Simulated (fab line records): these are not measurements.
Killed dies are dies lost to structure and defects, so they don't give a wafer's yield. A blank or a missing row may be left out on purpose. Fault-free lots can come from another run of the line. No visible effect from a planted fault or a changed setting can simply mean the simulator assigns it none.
fab line records	flow n5-finfet
record lots=24	wafers=72	last-day=19
route steps=1938 shown BEOL_M0_CUTY@709 BEOL_M0@715 BEOL_M1@752
lots with no fault: from the same line, run without faults
start-h: start of the lot's first displayed wafer, in hours after the record's first day	wait-h: time in hours since the lot's previous step	" same as the row above	L1.1+2: a single row standing in for several wafers	- no value present, or no start provided	* or withheld: withheld	< > ~ a bound
route shown NAME@n: a module of which the file shows steps, and the number in the route of the first	usual: mean/standard deviation of fault-free wafers	same: alike in all rows	chamber/n: place in a boat	sites: per-site readings	_std_site: standard deviation of those values	_edge_site: the outer-site mean with the inner-site mean subtracted	radius-mm: how far each site lies from the wafer's centre	mask NAME#n: copy n	behind: the most recent tool/chamber to have shaped the wafer	hold: why the lot was held/for how many hours/how that ended	device: whichever transistor did not switch (one of n, p or np)	end of line: tests run on the same wafers once the route is complete	for a step that has no rows: nothing shown but its recipe	killed: count of dies lost to structure and defects at first sort (not the wafer's yield)	map: dies across one wafer; x = killed, . = not, _ = none there
set.NAME: the run value of the setting; set.NAME@STEP: its run value at that earlier step	model.NAME: the simulator's own value behind a step, which no gauge read
a sample of lots followed through the steps of the route, with each step as a table and each wafer as a row
services: a tool's chamber out of use, with start hour (start-h, from the record's first day; less than 0 if before it), hours out, and reason
## steps
# step N5_BEOL_M0_CUTY_OVL_MEAS_58
# recipe points-per-wafer=44
# usual M0_ABLK_OVL=0.1/0.7
lot.wafer	tool	chamber	start-h	wait-h	M0_ABLK_OVL[nm]
L074.1	overlay-01	0	119.25	0.0	0.3
L074.3	"	0	"	"	-1.1
L074.5	"	0	"	"	-1.3
L075.2	overlay-01	0	123.97	0.0	-1.1
L075.4	"	0	"	"	-0.3
L075.5	"	0	"	"	-0.4
L076.3	overlay-02	0	125.99	0.0	0.1
L076.4	"	0	"	"	0.4
L076.6	"	0	"	"	1.6
L077.2	overlay-02	0	135.51	0.0	-0.5
L077.4	"	0	"	"	-0.2
L077.5	"	0	"	"	-0.7
L078.1	overlay-02	0	140.15	0.0	-0.4
L078.3	"	0	"	"	-0.2
L078.5	"	0	"	"	-0.3
L079.1	overlay-01	0	145.76	0.0	-0.6
L079.2	"	0	"	"	-0.4
L079.6	"	0	"	"	-0.8
L080.2	overlay-01	0	150.50	0.0	0.6
L080.3	"	0	"	"	1.1
L080.4	"	0	"	"	0.6
L082.2	overlay-01	0	157.33	0.0	0.0
L082.3	"	0	"	"	1.2
L082.4	"	0	"	"	1.3
L081.2	overlay-02	0	162.85	0.0	0.5
L081.3	"	0	"	"	-0.1
L081.5	"	0	"	"	0.0
L083.1	overlay-02	0	166.24	0.0	0.3
L083.2	"	0	"	"	0.6
L083.4	"	0	"	"	-0.2
L084.1	overlay-01	0	172.56	0.0	1.0
L084.2	"	0	"	"	0.8
L084.4	"	0	"	"	1.5
L085.2	overlay-01	0	242.32	0.0	-0.2
L085.4	"	0	"	"	-1.0
L085.6	"	0	"	"	-0.6
L088.2	overlay-02	0	242.55	0.0	-0.4
L088.3	"	0	"	"	0.2
L088.5	"	0	"	"	0.3
L095.2	overlay-01	0	242.83	0.0	-0.8
L095.5	"	0	"	"	-0.6
L095.6	"	0	"	"	-0.5
L094.3	overlay-01	0	243.04	0.0	0.9
L094.4	"	0	"	"	0.1
L094.5	"	0	"	"	0.3
L089.3	overlay-01	0	245.01	0.0	-0.1
L089.5	"	0	"	"	-0.2
L089.6	"	0	"	"	-0.6
L090.1	overlay-02	0	245.17	0.0	0.5
L090.3	"	0	"	"	0.1
L090.6	"	0	"	"	0.0
L091.1	overlay-02	0	245.34	0.0	-0.4
L091.2	"	0	"	"	-0.2
L091.3	"	0	"	"	-0.7
L092.2	overlay-01	0	245.37	0.0	1.1
L092.4	"	0	"	"	1.4
L092.6	"	0	"	"	0.5
L087.1	overlay-01	0	245.56	0.0	0.3
L087.2	"	0	"	"	-0.1
L087.3	"	0	"	"	0.6
L093.2	overlay-01	0	245.94	0.0	-0.5
L093.3	"	0	"	"	-1.0
L093.6	"	0	"	"	0.2
L086.3	overlay-01	0	246.37	0.0	1.0
L086.4	"	0	"	"	0.8
L086.5	"	0	"	"	0.7
L096.1	overlay-01	0	246.57	0.0	0.3
L096.4	"	0	"	"	-0.3
L096.5	"	0	"	"	-0.2
L097.1	overlay-01	0	261.19	0.0	0.2
L097.3	"	0	"	"	-0.6
L097.6	"	0	"	"	-1.1
# step N5_BEOL_M0_ETCH_138
# recipe chemistry=CH3F/O2	target-depth-a=120	target=SiCN	time-s=31.6	ion-energy-ev=120	pressure-mtorr=30	source-w=395	bias-w=75	Ar_flow_sccm=150	CH3F_flow_sccm=30	O2_flow_sccm=20	ends=cleared
# usual drypump-motor-current-A=5.9/0.45	etch-rf-on-time-s=29.3/0.9	oes-product-au=0.69/0.067	rf-vpp-V=297.4/1.7	showerhead-plenum-p-Torr=2.01/0.077	throttle-valve-pct=16.31/0.25
lot.wafer	tool	chamber	start-h	wait-h	drypump-motor-current-A	etch-rf-on-time-s	oes-product-au	rf-hours-counter-h	rf-vpp-V	showerhead-plenum-p-Torr	throttle-valve-pct
L074.1	rie-diel-02	2	119.52	0.0	6.0	27.7	0.70	100	299.4	2.12	16.21
L074.3	"	1	"	"	6.2	28.6	0.59	245	293.1	1.89	16.45
L074.5	"	2	"	"	6.0	28.2	0.70	-	299.0	2.12	16.20
L075.2	rie-diel-04	2	124.28	0.0	6.3	27.3	0.61	198	295.3	1.90	16.77
L075.4	"	0	"	"	6.3	28.4	0.83	6	297.2	1.96	15.94
L075.5	"	0	"	"	6.3	27.7	0.83	-	296.6	1.96	15.93
L076.3	rie-diel-03	2	126.25	0.0	5.1	29.5	0.63	174	296.4	2.00	16.34
L076.4	"	3	"	"	5.4	29.9	0.76	22	299.7	2.12	15.93
L076.6	"	1	"	"	5.8	29.3	0.75	-	297.6	2.05	16.54
L077.2	rie-diel-02	0	136.44	0.0	6.4	28.7	0.64	159	296.0	1.92	16.45
L077.4	"	0	"	"	6.4	30.2	0.64	-	295.0	1.92	16.46
L077.5	"	3	"	"	6.3	30.3	0.77	-	296.6	2.04	16.22
L078.1	rie-diel-03	0	140.41	0.0	5.7	28.5	0.61	219	294.8	1.89	16.49
L078.3	"	1	"	"	5.9	29.5	0.74	37	297.5	2.05	16.54
L078.5	"	2	"	"	5.1	30.3	0.61	-	296.1	2.00	16.35
L079.1	rie-diel-02	1	146.02	0.0	6.2	28.6	0.83	1	298.6	2.14	15.97
L079.2	"	0	"	"	6.4	29.2	0.63	163	296.1	1.92	16.46
L079.6	"	0	"	"	6.4	29.3	0.63	-	294.7	1.92	16.46
L080.2	rie-diel-03	1	150.76	0.0	5.9	29.9	0.74	40	297.6	2.05	16.56
L080.3	"	0	"	"	5.7	28.5	0.60	223	295.2	1.89	16.50
L080.4	"	3	"	"	5.4	29.5	0.75	30	300.0	2.12	15.94
L082.2	rie-diel-03	3	157.75	0.0	5.4	29.4	0.74	33	299.0	2.11	15.95
L082.3	"	0	"	"	5.7	28.6	0.61	226	295.8	1.89	16.51
L082.4	"	1	"	"	5.9	29.3	0.74	43	298.3	2.05	16.58
L081.2	rie-diel-03	3	163.17	0.0	5.5	29.7	0.74	35	298.0	2.11	15.96
L081.3	"	2	"	"	5.1	31.2	0.61	188	296.1	1.99	16.36
L081.5	"	3	"	"	5.4	29.5	0.74	-	300.5	2.11	15.95
L083.1	rie-diel-02	2	166.50	0.0	6.0	27.1	0.69	121	300.5	2.11	16.26
L083.2	"	3	"	"	6.3	29.3	0.75	39	298.4	2.04	16.25
L083.4	"	3	"	"	6.4	30.3	0.75	-	297.6	2.04	16.25
L084.1	rie-diel-03	3	174.31	0.0	5.4	28.7	0.73	41	298.5	2.11	15.96
L084.2	"	2	"	"	5.1	29.3	0.60	194	296.4	1.99	16.36
L084.4	"	1	"	"	5.9	30.0	0.72	52	297.9	2.05	16.57
L085.2	rie-diel-04	3	242.60	0.0	5.3	28.5	0.73	53	296.7	1.95	16.01
L085.4	"	1	"	"	6.3	28.6	0.74	63	296.5	2.04	16.41
L085.6	"	0	"	"	6.3	28.9	0.78	-	296.4	1.95	15.97
L088.2	rie-diel-03	1	242.97	0.0	5.9	29.4	0.69	83	297.5	2.04	16.64
L088.3	"	2	"	"	5.1	30.7	0.59	226	297.4	1.98	16.44
L088.5	"	3	"	"	5.4	29.4	0.69	-	298.8	2.10	16.02
L095.2	rie-diel-02	3	243.43	0.0	6.4	28.9	0.72	62	298.5	2.03	16.29
L095.5	"	0	"	"	6.4	29.7	0.60	-	295.1	1.90	16.55
L095.6	"	1	"	"	6.2	29.1	0.73	-	300.6	2.12	16.06
L094.3	rie-diel-02	1	244.17	0.0	6.2	28.5	0.74	36	299.2	2.12	16.04
L094.4	"	3	"	"	6.4	29.1	0.73	63	296.9	2.03	16.29
L094.5	"	3	"	"	6.4	29.0	0.73	-	298.9	2.03	16.29
L089.3	rie-diel-03	2	245.39	0.0	5.1	30.1	0.58	228	296.7	1.98	16.43
L089.5	"	3	"	"	5.4	29.7	0.69	-	299.6	2.10	16.03
L089.6	"	2	"	"	5.1	30.7	0.58	-	296.9	1.98	16.43
L090.1	rie-diel-02	2	245.50	0.0	6.0	28.5	0.66	158	299.4	2.10	16.33
L090.3	"	3	"	"	6.4	30.0	0.73	64	297.0	2.03	16.31
L090.6	"	2	"	"	6.0	29.2	0.67	-	298.8	2.10	16.32
L091.1	rie-diel-02	3	246.09	0.0	6.3	29.6	0.73	64	298.3	2.03	16.28
L091.2	"	0	"	"	6.4	29.7	0.60	213	294.7	1.90	16.52
L091.3	"	1	"	"	6.2	30.2	0.74	37	298.4	2.12	16.05
L092.2	rie-diel-04	1	246.27	0.0	6.3	29.6	0.74	65	298.5	2.04	16.40
L092.4	"	2	"	"	6.3	29.7	0.60	226	294.8	1.89	16.80
L092.6	"	3	"	"	5.3	29.6	0.73	-	295.8	1.95	16.00
L087.1	rie-diel-03	1	246.43	0.0	5.9	29.8	0.68	85	299.0	2.04	16.64
L087.2	"	3	"	"	5.4	29.2	0.69	75	299.4	2.10	16.03
L087.3	"	2	"	"	5.1	29.8	0.58	229	297.0	1.98	16.43
L093.2	rie-diel-04	2	247.91	0.0	6.3	29.3	0.60	227	296.5	1.89	16.81
L093.3	"	3	"	"	5.3	28.8	0.74	56	295.8	1.95	16.01
L093.6	"	1	"	"	6.3	28.9	0.73	-	298.9	2.04	16.39
L086.3	rie-diel-03	1	248.20	0.0	5.9	30.4	0.67	86	297.8	2.04	16.63
L086.4	"	3	"	"	5.4	30.6	0.70	-	299.3	2.10	16.03
L086.5	"	2	"	"	5.1	31.1	0.58	-	297.0	1.98	16.45
L096.1	rie-diel-04	3	248.31	0.0	5.3	28.7	0.73	56	295.7	1.95	16.01
L096.4	"	0	"	"	6.3	28.9	0.76	37	294.6	1.95	16.00
L096.5	"	3	"	"	5.4	29.1	0.73	-	295.9	1.95	16.01
L097.1	rie-diel-04	1	261.45	0.0	6.3	28.9	0.74	71	298.3	2.04	16.41
L097.3	"	2	"	"	6.3	29.2	0.60	232	296.7	1.89	16.83
L097.6	"	2	"	"	6.3	29.3	0.60	-	296.5	1.89	16.81
# step N5_BEOL_M0_ETCH_128
# recipe chemistry=CF4/N2	target-depth-a=120	overetch-a=51	target=SiCN	time-s=21.4	ion-energy-ev=150	pressure-mtorr=40	source-w=430	bias-w=70	Ar_flow_sccm=100	cf4-flow-sccm=60	n2-flow-sccm=60
# usual drypump-motor-current-A=5.8/0.45	oes-product-au=0.55/0.05	rf-vpp-V=382.4/2.2	showerhead-plenum-p-Torr=2.21/0.082	throttle-valve-pct=15.44/0.25
lot.wafer	tool	chamber	start-h	wait-h	drypump-motor-current-A	oes-product-au	rf-hours-counter-h	rf-vpp-V	showerhead-plenum-p-Torr	throttle-valve-pct
L074.1	rie-diel-02	1	122.58	0.6	6.2	0.47	246	379.1	2.09	15.56
L074.3	"	2	"	"	6.0	0.55	101	384.7	2.32	15.28
L074.5	"	0	"	"	6.4	0.52	-	379.2	2.12	15.53
L075.2	rie-diel-03	2	125.21	0.4	5.1	0.49	174	381.4	2.20	15.41
L075.4	"	0	"	"	5.7	0.48	215	379.9	2.10	15.66
L075.5	"	0	"	"	5.7	0.48	-	380.1	2.10	15.66
L076.3	rie-diel-03	3	127.96	0.0	5.4	0.60	22	385.7	2.34	15.05
L076.4	"	0	"	"	5.7	0.50	216	380.9	2.10	15.65
L076.6	"	1	"	"	5.9	0.60	-	381.1	2.26	15.63
L077.2	rie-diel-03	3	138.65	0.0	5.4	0.60	26	385.2	2.33	15.05
L077.4	"	0	"	"	5.7	0.50	219	378.1	2.09	15.67
L077.5	"	0	"	"	5.7	0.49	-	378.7	2.09	15.65
L078.1	rie-diel-04	3	144.23	0.0	5.3	0.60	32	383.2	2.16	15.07
L078.3	"	1	"	"	6.3	0.61	42	383.4	2.26	15.43
L078.5	"	3	"	"	5.3	0.60	-	380.4	2.16	15.09
L079.1	rie-diel-03	2	148.26	0.7	5.1	0.50	181	380.3	2.20	15.44
L079.2	"	0	"	"	5.7	0.49	222	380.3	2.09	15.66
L079.6	"	1	"	"	5.9	0.60	-	383.9	2.26	15.64
L080.2	rie-diel-03	3	151.26	0.0	5.4	0.60	30	385.6	2.33	15.06
L080.3	"	2	"	"	5.1	0.50	182	382.8	2.20	15.43
L080.4	"	1	"	"	5.9	0.60	40	384.4	2.26	15.65
L082.2	rie-diel-03	3	158.99	0.0	5.4	0.60	33	385.3	2.33	15.07
L082.3	"	2	"	"	5.1	0.50	186	381.5	2.19	15.45
L082.4	"	0	"	"	5.6	0.49	226	378.2	2.09	15.69
L081.2	rie-diel-02	0	168.18	0.9	6.4	0.51	174	379.9	2.12	15.58
L081.3	"	3	"	"	6.4	0.61	40	383.7	2.24	15.35
L081.5	"	3	"	"	6.4	0.61	-	383.3	2.24	15.34
L083.1	rie-diel-02	0	168.30	1.0	6.4	0.50	174	380.1	2.12	15.57
L083.2	"	3	"	"	6.3	0.61	40	382.6	2.24	15.34
L083.4	"	2	"	"	6.0	0.55	-	385.2	2.31	15.32
L084.1	rie-diel-02	0	176.09	0.8	6.4	0.49	179	379.6	2.11	15.60
L084.2	"	2	"	"	6.0	0.53	128	385.6	2.31	15.35
L084.4	"	3	"	"	6.3	0.60	-	383.2	2.24	15.34
L085.2	rie-diel-03	1	243.98	0.7	5.9	0.56	84	382.3	2.24	15.72
L085.4	"	2	"	"	5.1	0.48	-	381.3	2.18	15.53
L085.6	"	1	"	"	5.9	0.56	-	383.6	2.24	15.74
L088.2	rie-diel-03	3	244.09	0.5	5.4	0.56	74	387.1	2.32	15.17
L088.3	"	2	"	"	5.1	0.48	227	381.8	2.18	15.53
L088.5	"	2	"	"	5.1	0.49	-	381.2	2.18	15.52
L095.2	rie-diel-03	2	244.34	0.3	5.1	0.48	227	381.8	2.18	15.53
L095.5	"	3	"	"	5.4	0.56	-	386.3	2.32	15.15
L095.6	"	1	"	"	5.8	0.56	-	383.0	2.24	15.75
L094.3	rie-diel-02	0	245.18	0.3	6.4	0.48	212	379.8	2.10	15.67
L094.4	"	3	"	"	6.3	0.59	64	383.8	2.24	15.40
L094.5	"	1	"	"	6.2	0.60	-	384.9	2.34	15.12
L089.3	rie-diel-04	0	247.52	1.7	6.3	0.60	36	380.6	2.16	15.11
L089.5	"	2	"	"	6.3	0.48	-	380.0	2.09	15.96
L089.6	"	3	"	"	5.3	0.57	-	381.7	2.15	15.11
L090.1	rie-diel-04	1	247.99	1.8	6.3	0.60	66	382.6	2.25	15.47
L090.3	"	3	"	"	5.3	0.59	56	380.5	2.15	15.13
L090.6	"	2	"	"	6.3	0.49	-	380.8	2.09	15.94
L091.1	rie-diel-02	0	248.13	1.4	6.4	0.49	214	379.9	2.10	15.65
L091.2	"	3	"	"	6.3	0.59	66	383.3	2.24	15.40
L091.3	"	2	"	"	6.0	0.53	159	385.2	2.30	15.41
L092.2	rie-diel-02	0	248.25	1.5	6.3	0.48	214	378.4	2.10	15.67
L092.4	"	3	"	"	6.4	0.59	66	382.2	2.24	15.39
L092.6	"	3	"	"	6.4	0.60	-	383.0	2.24	15.38
L087.1	rie-diel-03	2	248.28	1.5	5.1	0.47	229	381.4	2.18	15.53
L087.2	"	1	"	"	5.9	0.56	86	382.6	2.24	15.72
L087.3	"	3	"	"	5.4	0.55	75	384.3	2.32	15.16
L093.2	rie-diel-04	2	249.15	0.7	6.3	0.49	228	379.2	2.09	15.98
L093.3	"	1	"	"	6.3	0.60	67	384.4	2.25	15.49
L093.6	"	3	"	"	5.3	0.58	-	380.8	2.15	15.12
L086.3	rie-diel-03	3	250.05	0.0	5.4	0.57	77	386.0	2.32	15.15
L086.4	"	3	"	"	5.4	0.56	-	385.8	2.32	15.16
L086.5	"	1	"	"	5.9	0.56	-	383.3	2.24	15.74
L096.1	rie-diel-04	1	250.25	0.0	6.3	0.59	67	381.3	2.25	15.47
L096.4	"	3	"	"	5.3	0.58	57	379.2	2.15	15.12
L096.5	"	1	"	"	6.3	0.59	-	383.0	2.25	15.50
L097.1	rie-diel-03	3	262.50	0.0	5.4	0.56	81	384.2	2.31	15.19
L097.3	"	2	"	"	5.1	0.48	235	381.7	2.18	15.55
L097.6	"	2	"	"	5.1	0.48	-	381.4	2.18	15.54
# step N5_BEOL_M0_DEGAS_112
# recipe ambient=vacuum	temp-c=250	time-s=60
# usual heater-power-w=330/18
lot.wafer	tool	chamber	start-h	wait-h	heater-power-w
L074.1	pvd-sputter-02	-	123.81	0.3	325
L074.3	"	-	"	"	331
L074.5	"	-	"	"	312
L075.2	pvd-sputter-01	-	127.28	1.6	345
L075.4	"	-	"	"	298
L075.5	"	-	"	"	324
L076.3	pvd-sputter-01	-	128.76	0.2	347
L076.4	"	-	"	"	330
L076.6	"	-	"	"	327
L077.2	pvd-sputter-03	-	139.58	0.5	318
L077.4	"	-	"	"	355
L077.5	"	-	"	"	357
L078.1	pvd-sputter-01	-	144.97	0.3	328
L078.3	"	-	"	"	344
L078.5	"	-	"	"	302
L079.1	pvd-sputter-02	-	150.37	1.2	317
L079.2	"	-	"	"	352
L079.6	"	-	"	"	345
L080.2	pvd-sputter-03	-	151.97	0.1	351
L080.3	"	-	"	"	351
L080.4	"	-	"	"	332
L082.2	pvd-sputter-02	-	160.03	0.5	315
L082.3	"	-	"	"	324
L082.4	"	-	"	"	323
L081.2	pvd-sputter-01	-	168.93	0.0	329
L081.3	"	-	"	"	307
L081.5	"	-	"	"	351
L083.1	pvd-sputter-02	-	169.71	0.4	352
L083.2	"	-	"	"	320
L083.4	"	-	"	"	338
L084.1	pvd-sputter-01	-	178.62	1.9	343
L084.2	"	-	"	"	304
L084.4	"	-	"	"	319
L085.2	pvd-sputter-02	-	245.11	0.0	309
L085.4	"	-	"	"	327
L085.6	"	-	"	"	310
L088.2	pvd-sputter-02	-	245.29	0.1	347
L088.3	"	-	"	"	317
L088.5	"	-	"	"	313
L095.2	pvd-sputter-03	-	245.33	0.1	361
L095.5	"	-	"	"	367
L095.6	"	-	"	"	355
L094.3	pvd-sputter-03	-	246.28	0.0	348
L094.4	"	-	"	"	370
L094.5	"	-	"	"	349
L089.3	pvd-sputter-03	-	248.68	0.0	361
L089.5	"	-	"	"	354
L089.6	"	-	"	"	354
L090.1	pvd-sputter-01	-	249.14	0.0	338
L090.3	"	-	"	"	353
L090.6	"	-	"	"	330
L091.1	pvd-sputter-01	-	249.23	0.0	326
L091.2	"	-	"	"	333
L091.3	"	-	"	"	304
L092.2	pvd-sputter-01	-	249.39	0.2	302
L092.4	"	-	"	"	322
L092.6	"	-	"	"	303
L087.1	pvd-sputter-01	-	249.47	0.2	324
L087.2	"	-	"	"	308
L087.3	"	-	"	"	331
L093.2	pvd-sputter-01	-	250.27	0.7	317
L093.3	"	-	"	"	300
L093.6	"	-	"	"	301
L086.3	pvd-sputter-01	-	250.92	0.0	321
L086.4	"	-	"	"	300
L086.5	"	-	"	"	294
L096.1	pvd-sputter-02	-	250.92	0.0	324
L096.4	"	-	"	"	325
L096.5	"	-	"	"	313
L097.1	pvd-sputter-01	-	263.57	0.3	333
L097.3	"	-	"	"	321
L097.6	"	-	"	"	339
# step N5_BEOL_M0_ALD_136
# recipe material=TaN	target-thk-a=*	temp-c=275	ald-precursor-family=PDMAT	ald-co-reactant=NH3	pressure-torr=3	carrier-flow-sccm=1500	pulse-time-s=2	purge-time-s=3	co-reactant-purge-time-s=2	co-reactant-pulse-time-s=3	ald-cycles=30	precursor-vessel-temp-c=75	precursor-vessel-pressure-torr=26.25	precursor-vessel-carrier-sccm=1000
# usual chamber-pressure-Torr=3.001/0.0064	heater-power-w=418/48	mfc-carrier-sccm=1499/4.8	precursor-vessel-temp-c=74.99/0.12
lot.wafer	tool	chamber	start-h	wait-h	chamber-pressure-Torr	heater-power-w	mfc-carrier-sccm	precursor-vessel-temp-c	since-wet-clean-h
L074.1	ald-metal-02	3	124.03	0.2	2.994	366	1496	75.04	2864
L074.3	"	0	"	"	2.995	428	1497	74.96	2864
L074.5	"	2	"	"	3.003	511	1496	74.74	-
L075.2	ald-metal-01	0	127.42	0.1	3.001	359	1496	75.15	5944
L075.4	"	2	"	"	2.997	422	1496	74.90	5944
L075.5	"	2	"	"	2.990	419	1486	74.88	-
L076.3	ald-metal-01	1	128.86	0.0	3.014	388	1488	75.06	5946
L076.4	"	2	"	"	2.991	411	1504	75.04	5946
L076.6	"	0	"	"	2.983	354	1509	75.04	-
L077.2	ald-metal-03	0	139.68	0.0	3.009	366	1502	75.03	1341
L077.4	"	3	"	"	2.997	400	1501	75.04	1341
L077.5	"	0	"	"	3.008	366	1499	75.01	-
L078.1	ald-metal-02	2	145.07	0.0	2.996	511	1495	74.86	2885
L078.3	"	0	"	"	2.999	422	1492	75.08	2885
L078.5	"	1	"	"	3.013	377	1499	74.76	-
L079.1	ald-metal-03	2	150.54	0.1	2.998	455	1497	74.88	1352
L079.2	"	1	"	"	2.998	468	1493	74.97	1352
L079.6	"	1	"	"	3.004	475	1495	75.08	-
L080.2	ald-metal-01	3	152.09	0.1	3.012	469	1505	74.91	5969
L080.3	"	0	"	"	2.998	362	1508	74.71	5969
L080.4	"	2	"	"	2.995	419	1502	75.21	5969
L082.2	ald-metal-02	2	160.36	0.3	3.006	505	1492	75.15	2900
L082.3	"	0	"	"	3.000	413	1500	75.00	2900
L082.4	"	3	"	"	3.000	374	1505	75.05	2900
L081.2	ald-metal-01	1	169.26	0.3	3.002	389	1501	75.21	5986
L081.3	"	3	"	"	3.003	477	1498	74.89	5986
L081.5	"	2	"	"	2.999	418	1498	75.12	-
L083.1	ald-metal-03	0	169.82	0.1	3.004	366	1501	75.05	1371
L083.2	"	1	"	"	3.010	460	1499	75.04	1371
L083.4	"	2	"	"	2.999	452	1499	74.90	1371
L084.1	ald-metal-02	2	178.72	0.0	3.006	504	1503	74.97	2919
L084.2	"	0	"	"	3.003	418	1497	74.96	2919
L084.4	"	3	"	"	2.997	371	1499	74.96	2919
L085.2	ald-metal-01	3	245.21	0.0	2.997	462	1500	74.99	6062
L085.4	"	2	"	"	3.001	409	1491	74.99	6062
L085.6	"	1	"	"	3.007	384	1498	75.11	-
L088.2	ald-metal-03	0	245.39	0.0	3.006	367	1502	74.78	1447
L088.3	"	2	"	"	3.005	448	1493	74.91	1447
L088.5	"	2	"	"	3.010	458	1502	74.92	-
L095.2	ald-metal-01	1	245.43	0.0	3.010	386	1504	74.83	6062
L095.5	"	2	"	"	3.015	413	1493	75.01	-
L095.6	"	3	"	"	2.999	478	1496	74.95	-
L094.3	ald-metal-02	2	246.38	0.0	2.996	509	1500	75.02	2986
L094.4	"	0	"	"	3.004	415	1494	74.93	2986
L094.5	"	1	"	"	3.000	374	1498	75.00	-
L089.3	ald-metal-01	1	248.78	0.0	3.009	396	1496	75.13	6066
L089.5	"	2	"	"	2.998	417	1503	75.03	-
L089.6	"	1	"	"	2.998	403	1506	74.92	-
L090.1	ald-metal-02	0	249.24	0.0	2.992	425	1500	74.97	2989
L090.3	"	3	"	"	3.003	374	1501	75.00	2989
L090.6	"	1	"	"	3.000	378	1508	74.83	-
L091.1	ald-metal-03	1	249.33	0.0	3.003	484	1491	75.12	1451
L091.2	"	0	"	"	2.989	373	1497	74.92	1451
L091.3	"	2	"	"	2.996	456	1501	75.14	1451
L092.2	ald-metal-01	0	249.49	0.0	3.000	364	1507	75.08	6066
L092.4	"	2	"	"	3.000	409	1500	75.02	6066
L092.6	"	0	"	"	3.002	365	1497	75.07	-
L087.1	ald-metal-02	3	249.57	0.0	3.008	370	1502	74.84	2989
L087.2	"	1	"	"	2.993	375	1495	74.71	2989
L087.3	"	2	"	"	3.019	505	1497	74.99	2989
L093.2	ald-metal-01	1	250.37	0.0	3.005	388	1504	74.89	6067
L093.3	"	0	"	"	3.008	367	1506	75.00	6067
L093.6	"	0	"	"	2.997	360	1499	74.96	-
L086.3	ald-metal-01	1	251.02	0.0	2.999	391	1498	75.01	6068
L086.4	"	2	"	"	3.001	422	1504	75.00	6068
L086.5	"	1	"	"	2.994	397	1497	75.09	-
L096.1	ald-metal-02	1	251.04	0.1	2.995	376	1499	75.10	2991
L096.4	"	3	"	"	3.008	369	1501	75.18	2991
L096.5	"	2	"	"	3.012	505	1499	74.99	-
L097.1	ald-metal-02	0	263.71	0.1	2.998	418	1509	74.87	3004
L097.3	"	3	"	"	2.998	369	1501	75.09	3004
L097.6	"	3	"	"	2.990	364	1506	75.04	-
# step N5_BEOL_M1_THK_MEAS_01
# recipe reads=SiOC_of_BEOL_M1_ILD_DEP_00
# usual M1_ILD_THK=78.7/1.1
lot.wafer	tool	chamber	start-h	wait-h	M1_ILD_THK[nm]
L074.1	film-metro-02	-	126.72	0.0	79.4
L074.3	"	-	"	"	78.2
L074.5	"	-	"	"	80.5
L075.2	film-metro-01	-	129.81	0.1	78.4
L075.4	"	-	"	"	79.5
L075.5	"	-	"	"	79.1
L076.3	film-metro-01	-	131.74	0.1	78.4
L076.4	"	-	"	"	80.7
L076.6	"	-	"	"	79.5
L077.2	film-metro-01	-	144.09	0.3	80.2
L077.4	"	-	"	"	79.8
L077.5	"	-	"	"	80.5
L078.1	film-metro-01	-	148.93	0.1	76.9
L078.3	"	-	"	"	77.9
L078.5	"	-	"	"	78.0
L079.1	film-metro-01	-	152.69	0.0	79.3
L079.2	"	-	"	"	78.9
L079.6	"	-	"	"	79.1
L080.2	film-metro-01	-	154.07	0.1	76.1
L080.3	"	-	"	"	75.6
L080.4	"	-	"	"	78.5
L082.2	film-metro-01	-	162.81	0.1	77.8
L082.3	"	-	"	"	78.4
L082.4	"	-	"	"	78.3
L081.2	film-metro-01	-	171.35	0.1	79.0
L081.3	"	-	"	"	78.4
L081.5	"	-	"	"	80.0
L083.1	film-metro-01	-	171.80	0.0	78.8
L083.2	"	-	"	"	78.2
L083.4	"	-	"	"	78.5
L084.1	film-metro-02	-	180.78	0.0	77.0
L084.2	"	-	"	"	76.4
L084.4	"	-	"	"	78.9
L085.2	film-metro-01	-	247.37	0.1	76.5
L085.4	"	-	"	"	78.2
L085.6	"	-	"	"	79.4
L088.2	film-metro-01	-	247.65	0.1	78.5
L088.3	"	-	"	"	77.9
L088.5	"	-	"	"	80.1
L095.2	film-metro-02	-	247.86	0.1	77.9
L095.5	"	-	"	"	78.9
L095.6	"	-	"	"	79.7
L094.3	film-metro-01	-	248.35	0.1	77.1
L094.4	"	-	"	"	78.0
L094.5	"	-	"	"	78.6
L089.3	film-metro-02	-	250.71	0.1	77.6
L089.5	"	-	"	"	79.4
L089.6	"	-	"	"	79.1
L090.1	film-metro-02	-	251.30	0.0	77.5
L090.3	"	-	"	"	76.9
L090.6	"	-	"	"	78.6
L091.1	film-metro-01	-	251.52	0.0	77.9
L091.2	"	-	"	"	79.0
L091.3	"	-	"	"	78.9
L092.2	film-metro-01	-	251.74	0.1	78.0
L092.4	"	-	"	"	79.4
L092.6	"	-	"	"	79.0
L087.1	film-metro-02	-	251.76	0.0	78.9
L087.2	"	-	"	"	79.0
L087.3	"	-	"	"	77.5
L093.2	film-metro-02	-	252.29	0.1	78.2
L093.3	"	-	"	"	80.1
L093.6	"	-	"	"	80.9
L086.3	film-metro-02	-	253.48	0.1	79.0
L086.4	"	-	"	"	80.2
L086.5	"	-	"	"	80.2
L096.1	film-metro-01	-	253.90	0.0	78.7
L096.4	"	-	"	"	79.1
L096.5	"	-	"	"	79.0
L097.1	film-metro-01	-	267.36	0.0	78.6
L097.3	"	-	"	"	78.0
L097.6	"	-	"	"	79.6
## services
tool	chamber	start-h	hours	kind
rie-diel-04	1	98.25	7.9	repair
pvd-sputter-02	-	100.00	1.3	repair
rie-diel-04	-	101.94	0.2	repair
rie-diel-03	2	103.38	6.4	repair
rie-diel-03	0	107.48	11.9	repair
rie-diel-04	0	111.02	1.2	repair
rie-diel-02	1	132.22	-	clean
rie-diel-02	1	132.22	-	consumable-replace:focus-ring
rie-diel-02	1	132.22	-	consumable-replace:showerhead
rie-diel-02	1	132.22	12.2	scheduled-down
rie-diel-02	1	132.22	12.2	vent-cycle
ald-metal-03	-	161.14	1.1	repair
rie-diel-02	1	162.01	21.4	repair
rie-diel-02	3	179.16	26.0	repair
rie-diel-04	-	181.13	14.6	pm
ald-metal-02	0	184.41	9.5	repair
rie-diel-03	0	229.05	-	clean
rie-diel-03	0	229.05	-	consumable-replace:focus-ring
rie-diel-03	0	229.05	-	consumable-replace:showerhead
rie-diel-03	0	229.05	21.1	scheduled-down
rie-diel-03	0	229.05	21.1	vent-cycle
ald-metal-01	-	231.08	2.8	pm
rie-diel-03	-	246.82	1.1	repair
rie-diel-04	0	253.23	8.6	repair
## key
fault none
